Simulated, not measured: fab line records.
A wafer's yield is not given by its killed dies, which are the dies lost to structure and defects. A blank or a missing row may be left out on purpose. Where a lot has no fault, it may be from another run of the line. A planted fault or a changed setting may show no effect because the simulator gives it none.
Chamber matching	flow n5_finfet	4 sister chambers for N5_BEOL_M7_ETCH_65 on rie_diel-02
The step etches SiARC in CF4, target depth 15.6 nm, time 26 s. 18 wafers are shown with their chamber, then 9 later ones without.

## WAFERS, EACH WITH ITS CHAMBER
wafer	chamber	showerhead_plenum_p_Torr (Torr)	drypump_motor_current_A (A)	etch_rf_on_time_s (s)
L076.1	2	2.22	6.0	25.3
L076.3	0	2.16	5.9	24.9
L076.5	3	2.11	5.7	25.9
L075.1	1	2.07	5.7	26.7
L075.3	3	2.10	5.7	26.0
L075.5	1	2.07	5.7	26.6
L080.1	2	2.22	6.0	25.7
L080.3	0	2.16	5.9	24.4
L080.5	2	2.22	6.0	25.3
L082.1	0	2.16	5.9	24.7
L082.2	3	2.10	5.8	25.8
L082.3	1	2.06	5.7	27.0
L084.2	2	2.22	6.0	25.7
L084.3	0	2.16	5.9	24.2
L084.5	1	2.06	5.7	26.4
L085.3	1	2.06	5.7	27.0
L085.4	2	2.22	6.0	25.9
L085.6	3	2.10	5.8	25.8

SIGNATURES (averages over the wafers above)
reading	chamber 0	chamber 1	chamber 2	chamber 3	scatter within a chamber
showerhead_plenum_p_Torr	2.1600	2.0640	2.2200	2.1025	0.00373
drypump_motor_current_A	5.900	5.700	6.000	5.750	0.0267
etch_rf_on_time_s	24.550	26.740	25.580	25.875	0.25
Rule: for each reading, subtract the chamber's mean from the wafer's reading, divide by that reading's scatter and square the result; add these up over the readings and take the root, which gives the wafer's distance from the chamber. The wafer belongs to the nearest chamber; if the next one is less than 2 further off, it can't be placed. The scatter is the square root of a quotient: the sum, over the shown wafers, of each reading's squared deviation from its chamber's mean, divided by wafers minus chambers.

## WAFERS MISSING THEIR CHAMBER
wafer	showerhead_plenum_p_Torr (Torr)	drypump_motor_current_A (A)	etch_rf_on_time_s (s)
L087.1	2.10	5.7	25.7
L087.3	2.21	6.0	25.7
L087.6	2.22	6.0	25.8
L090.1	2.10	5.7	26.0
L090.2	2.21	6.0	25.6
L090.5	2.21	6.0	25.9
L092.2	2.15	5.9	24.5
L092.5	2.21	5.9	25.8
L092.6	2.06	5.7	26.9

## THE CHAMBER EACH PASSED THROUGH
wafer	from the rows above	in truth
L087.1	3	3
L087.3	2	2
L087.6	2	2
L090.1	3	3
L090.2	2	2
L090.5	2	2
L092.2	0	0
L092.5	2	2
L092.6	1	1
Correctly placed: 9 of 9. Can't be placed from these rows: 0. Number placed wrongly: 0.
